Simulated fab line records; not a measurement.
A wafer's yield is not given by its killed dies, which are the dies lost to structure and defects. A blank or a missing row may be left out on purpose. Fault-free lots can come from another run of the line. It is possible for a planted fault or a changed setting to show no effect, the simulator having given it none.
Which tool was responsible? | flow nandHarc | 33 wafers from 11 lots sampled at 6 of the route's 1302 steps

WHAT THE GAUGES SHOWED, per wafer
NHARC_A_ONON_D1_THK_MEAS_34: measures by ellipsometry.
lot  | measured     | on           | thkNm (nm)
L114 | day 8 12:00  | filmMetro-02 | 199.2 200.2 203.4
L116 | day 9 16:29  | filmMetro-01 | 196.6 192.9 198.9
L118 | day 10 07:09 | filmMetro-01 | 199.1 197.9 201.5
L119 | day 11 01:55 | filmMetro-02 | 201.6 201.3 203.9
L121 | day 12 00:23 | filmMetro-02 | 198.0 205.4 201.7
L125 | day 13 05:22 | filmMetro-02 | 201.0 204.0 201.1
L124 | day 13 05:23 | filmMetro-01 | 197.5 199.9 202.8
L126 | day 13 13:22 | filmMetro-01 | 197.6 203.2 200.3
L132 | day 16 01:10 | filmMetro-01 | 198.9 195.1 199.1
L135 | day 17 08:56 | filmMetro-01 | 200.4 194.5 203.2
L136 | day 17 22:02 | filmMetro-01 | 197.4 198.6 200.5

NHARC_A_CHANNEL_HOLE_D1_INSPECT_40.
lot  | measured     | on               | rawDefectCount
L114 | day 9 01:08  | defectInspect-02 | 91 125 100
L116 | day 10 08:18 | defectInspect-02 | 53 58 61
L118 | day 10 18:36 | defectInspect-02 | 54 50 62
L119 | day 11 11:47 | defectInspect-01 | 87 89 110
L121 | day 12 12:08 | defectInspect-02 | 113 97 102
L125 | day 13 15:14 | defectInspect-02 | 64 77 77
L124 | day 13 17:02 | defectInspect-02 | 680 738 638 680 742 649
L126 | day 14 00:41 | defectInspect-02 | 701 749 766 712 757 761
L132 | day 16 11:40 | defectInspect-01 | 46 48 54
L135 | day 17 18:47 | defectInspect-01 | 80 79 66
L136 | day 18 10:40 | defectInspect-02 | 46 64 84

NHARC_END_SORT_01.
lot  | measured     | on        | killedAtArray | killedAtOther | killedAtPeriphery | killedDies  | killedOpen | killedShort
L124 | day 29 09:43 | prober-02 | 116 90 84     | 0 0 0         | 5 9 5             | 121 99 89   | 2 0 7      | 2 6 0
L126 | day 30 04:56 | prober-02 | 138 100 105   | 0 0 0         | 3 2 4             | 141 102 109 | 4 5 3      | 0 2 3

EACH LOT AND THE TOOL THAT RAN IT (in order: tool; ch and the chambers of the sampled wafers; start)
lot  | NHARC_A_CHANNEL_HOLE_D1_ETCH_33 | NHARC_A_CHANNEL_HOLE_D1_ETCH_44   | NHARC_A_CHANNEL_HOLE_D1_STRIP_27
L114 | harEtch-02 ch 0,1, day 8 20:20  | rieDiel-02 ch 0,1,3, day 9 00:08  | rieDiel-02 ch 1,2, day 9 01:08 or earlier
L116 | harEtch-01 ch 0,1, day 10 06:34 | rieDiel-10 ch 1,2, day 10 07:19   | rieDiel-10 ch 2,3, day 10 08:18 or earlier
L118 | harEtch-01 ch 0,1, day 10 16:52 | rieDiel-10 ch 0,2,3, day 10 17:37 | rieDiel-10 ch 1,2,3, day 10 18:36 or earlier
L119 | harEtch-02 ch 0,1, day 11 10:03 | rieDiel-02 ch 0,1, day 11 10:48   | rieDiel-02 ch 0,2,3, day 11 11:47 or earlier
L121 | harEtch-02 ch 0,1, day 12 10:18 | rieDiel-10 ch 2,3, day 12 11:01   | rieDiel-10 ch 2,3, day 12 12:08 or earlier
L125 | harEtch-01 ch 0,1, day 13 13:34 | rieDiel-08 ch 2,3, day 13 14:15   | rieDiel-08 ch 0,2,3, day 13 15:14 or earlier
L124 | harEtch-02 ch 0,1, day 13 14:39 | rieDiel-08 ch 1,2, day 13 15:44   | rieDiel-08 ch 0,3, day 13 17:02 or earlier
L126 | harEtch-02 ch 0,1, day 13 22:34 | rieDiel-02 ch 1,3, day 13 23:22   | rieDiel-02 ch 1,3, day 13 23:41
L132 | harEtch-01 ch 0,1, day 16 09:47 | rieDiel-10 ch 0,2, day 16 10:34   | rieDiel-10 ch 0,1,2, day 16 11:40 or earlier
L135 | harEtch-01 ch 0,1, day 17 17:04 | rieDiel-10 ch 0,1,2, day 17 17:49 | rieDiel-10 ch 0,2,3, day 17 18:47 or earlier
L136 | harEtch-01 ch 0,1, day 18 08:58 | rieDiel-08 ch 0,2, day 18 09:42   | rieDiel-08 ch 0,2,3, day 18 10:40 or earlier
- NHARC_A_CHANNEL_HOLE_D1_ETCH_33: etches the open film in C4F8/O2/Ar, time 90 s, target depth 400 nm.
- NHARC_A_CHANNEL_HOLE_D1_ETCH_44: etches the open film in CF4/O2, target depth 140 nm, overetch 14 nm, time 77 s.
- NHARC_A_CHANNEL_HOLE_D1_STRIP_27: strips in O2.

AS READ BY THE TOOLS THEMSELVES (means over the sampled wafers that have a number; for cases with no such wafer, the mark the record gives instead)
NHARC_A_CHANNEL_HOLE_D1_ETCH_33.
lot  | tool       | drypumpMotorCurrentA (A) | showerheadPlenumPTorr (Torr) | throttleValvePct (%)
L114 | harEtch-02 | 5.4                      | 3.63                         | 27.616
L116 | harEtch-01 | 5.5                      | 3.60                         | 27.625
L118 | harEtch-01 | 5.8                      | 3.60                         | 27.619
L119 | harEtch-02 | 5.5                      | 3.64                         | 27.620
L121 | harEtch-02 | 5.4                      | 3.60                         | 27.629
L125 | harEtch-01 | 5.8                      | 3.58                         | 27.614
L124 | harEtch-02 | 5.4                      | 3.59                         | 27.618
L126 | harEtch-02 | 5.4                      | 3.59                         | 27.617
L132 | harEtch-01 | 5.5                      | 3.56                         | 27.616
L135 | harEtch-01 | 5.8                      | 3.55                         | 27.618
L136 | harEtch-01 | 5.5                      | 3.54                         | 27.627

NHARC_A_CHANNEL_HOLE_D1_ETCH_44.
lot  | tool       | drypumpMotorCurrentA (A) | oesProductAu (a.u.) | rfVppV (V) | showerheadPlenumPTorr (Torr) | throttleValvePct (%)
L114 | rieDiel-02 | 5.7                      | 0.995               | 197.6      | 1.34                         | 13.398
L116 | rieDiel-10 | 5.6                      | 1.010               | 198.9      | 1.40                         | 13.399
L118 | rieDiel-10 | 5.5                      | 1.005               | 199.1      | 1.37                         | 13.394
L119 | rieDiel-02 | 5.6                      | 0.999               | 198.9      | 1.39                         | 13.392
L121 | rieDiel-10 | 5.4                      | 1.010               | 197.8      | 1.34                         | 13.399
L125 | rieDiel-08 | 6.1                      | 1.001               | 199.2      | 1.40                         | 13.398
L124 | rieDiel-08 | 5.8                      | 1.008               | 197.3      | 1.33                         | 13.405
L126 | rieDiel-02 | 5.7                      | 1.001               | 197.1      | 1.31                         | 13.392
L132 | rieDiel-10 | 5.6                      | 0.994               | 198.9      | 1.40                         | 13.393
L135 | rieDiel-10 | 5.6                      | 1.002               | 198.0      | 1.38                         | 13.387
L136 | rieDiel-08 | 6.3                      | 0.994               | 197.7      | 1.32                         | 13.398

NHARC_A_CHANNEL_HOLE_D1_STRIP_27.
lot  | tool       | drypumpMotorCurrentA (A) | oesProductAu (a.u.) | rfVppV (V) | showerheadPlenumPTorr (Torr) | throttleValvePct (%)
L114 | rieDiel-02 | 6.2                      | 1.003               | 57.7       | 3.70                         | 17.034
L116 | rieDiel-10 | 5.4                      | 1.001               | 57.2       | 3.54                         | 17.041
L118 | rieDiel-10 | 5.6                      | 1.000               | 57.9       | 3.57                         | 17.039
L119 | rieDiel-02 | 6.1                      | 0.999               | 57.6       | 3.49                         | 17.038
L121 | rieDiel-10 | 5.4                      | 1.012               | 57.6       | 3.53                         | 17.044
L125 | rieDiel-08 | 6.2                      | 0.999               | 57.7       | 3.60                         | 17.034
L124 | rieDiel-08 | 6.3                      | 1.001               | 58.0       | 3.56                         | 17.032
L126 | rieDiel-02 | 5.6                      | 0.999               | 57.3       | 3.61                         | 17.029
L132 | rieDiel-10 | 5.7                      | 0.991               | 57.9       | 3.65                         | 17.038
L135 | rieDiel-10 | 5.5                      | 0.996               | 57.1       | 3.61                         | 17.032
L136 | rieDiel-08 | 6.2                      | 0.999               | 58.4       | 3.58                         | 17.034

THE ANSWER, worked out from the rows above alone
Rule: the lots themselves supply what counts as usual. Put in order of their means at a reading, lots are off if they are a third of the lots or fewer, leave a main group of 4 or more, and stand apart from it by a gap of 3 or more times the standard deviation of the main group's means; of several such gaps the widest counts. The tables above print the reading to a certain number of digits; a main group whose means all agree to those digits is not used. A lot without any number at a reading at which 4 lots or more have one is off too. The other lots that the step has rows for count as sound. After the gauges, taken in route order, come the tools' own readings; for these a lot's mean is taken, as printed above. At the first step where some lot is off, the reading lying furthest off is the one used; lots without a number count as furthest.
Off at NHARC_A_CHANNEL_HOLE_D1_INSPECT_40 (rawDefectCount): L124, L126. For the main group the mean is 75 and the standard deviation 20.
If a tool, at a process step before that reading, ran all the lots that are off and no sound lot after the first of them, it fits. Gauges at NHARC_A_CHANNEL_HOLE_D1_INSPECT_40: tried the same way as those tools. Because NHARC_A_CHANNEL_HOLE_D1_STRIP_27 lacks a start for some lots, the hours and order of its lots are taken from NHARC_A_CHANNEL_HOLE_D1_INSPECT_40. One candidate fits, namely harEtch-02 at NHARC_A_CHANNEL_HOLE_D1_ETCH_33. A fault onset in the window from L121 (day 12 10:18, its last sound lot) to L124 (day 13 14:39, its first lot off) fits.

WHAT THE SIMULATOR HAD INSERTED
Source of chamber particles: harEtch-02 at NHARC_A_CHANNEL_HOLE_D1_ETCH_33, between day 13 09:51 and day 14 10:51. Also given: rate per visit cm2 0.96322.
Lots struck among those shown: L124, L126. Same finding as the rule above.
